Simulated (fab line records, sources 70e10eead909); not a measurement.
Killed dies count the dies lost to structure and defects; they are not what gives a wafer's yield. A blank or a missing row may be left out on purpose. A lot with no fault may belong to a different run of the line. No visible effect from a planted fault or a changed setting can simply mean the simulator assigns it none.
Code-filled problem report in 8D (eight disciplines) form / flow nandHarc / the parts of the form that need people (team, actions taken, sign-off) are left out

1. PROBLEM STATEMENT
At NHARC_P_M0_CD_MEAS_09, cdNm averages 97.1 nm over 9 wafers from 3 lots, while fault-free wafers read 89.9 nm, standard deviation 0.61. That is +12 standard deviations from the usual mean.
The step: target cd 90 nm.
Earliest sighting: wafer L568.3 on cdSem-01 at day 14 06:34. At this step, 36 wafers from 12 lots have a number in the record. Rule for "out" (also "out of limits"): further than 4 standard deviations from the usual mean. Any other wafer with a number is counted as sound.

2. WHAT IT IS, WHAT IT ISN'T
question=which readings at this step | is=cdNm | is not=-
question=which lots | is=L568, L569, L571 | is not=L549, L550, L555, L556, L557, L558, L560, L561, L570
question=which wafers of those lots | is=all that have a number | is not=-
question=read on which gauges | is=cdSem-01 | is not=cdSem-02, cdSem-03
question=when | is=from day 14 06:34 | is not=up to then (24 sound wafers); but 3 sound wafers of L570 came after

3. THE SUSPECTS, EACH WITH WHAT RULES IT OUT
Counting: a tool at any process step up to the reading remains a suspect when it ran all the lots that are out and ran no sound lot after the first of those.
- the gauge at NHARC_P_M0_CD_MEAS_09: ruled out. All the wafers that are out were read on cdSem-01, but those of them that NHARC_P_M0_PEB_07 has rows for are out there too, on other tools.
- lithoTrack-06 at NHARC_P_M0_PEB_07 (peb time 65 s): kept. Every lot that is out went through it, starting with L568 (day 14 06:29), and after that it ran no sound lot; the last sound lot it ran before then is L561 (day 12 07:55). Its own heaterPowerTotalW, plateTempC readings are out on those wafers.
Remaining after the count: lithoTrack-06 at NHARC_P_M0_PEB_07.

4. THE CAUSE (what the simulator had put in)
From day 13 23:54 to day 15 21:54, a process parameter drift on lithoTrack-06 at NHARC_P_M0_PEB_07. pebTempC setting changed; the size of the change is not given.
Counting left only this tool.

5. THE EFFECT CHAIN, in route order
Rows list readings where the struck wafers' mean (over those with a number) sits beyond 3 standard deviations from the usual. Scope: only readings with a usual standard deviation given in the record; hours: median across lots of the time from each lot's start at the first step in this table that gives one to its start at this step; sigmas: change in usual standard deviations.
hours=0; step=NHARC_P_M0_PEB_07; reading=heaterPowerTotalW; usual=156.7 W; on struck wafers=161.2; change=+4.5; sigmas=+11
hours=0; step=NHARC_P_M0_PEB_07; reading=plateTempC; usual=100.01 C; on struck wafers=102.18; change=+2.17; sigmas=+17
hours=0; step=NHARC_P_M0_CD_MEAS_09; reading=cdNm; usual=89.9 nm; on struck wafers=97.1; change=+7.2; sigmas=+12
Here are the process steps it includes:
- NHARC_P_M0_PEB_07: peb time 65 s.
Later measuring or inspecting steps at which every struck wafer that the step has a row for has a number for every such reading, and none has moved that far: NHARC_END_SORT_01.

6. HOW IT WOULD HAVE BEEN CAUGHT EARLIER
Counted from the fault's start at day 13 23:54, it took 7 hours until the first out-of-limits reading at a measuring or inspecting step in this record, taken at day 14 06:34.
At NHARC_P_M0_PEB_07, the tool's own readings (heaterPowerTotalW, plateTempC) were out on each struck wafer the step has a row for, so an alarm limit on them would have fired on the first such wafer.
Among the 3 lots that are out, L569, L571 began NHARC_P_M0_PEB_07 on lithoTrack-06 after day 14 06:34. A hold on the tool at that time would have spared those 2.
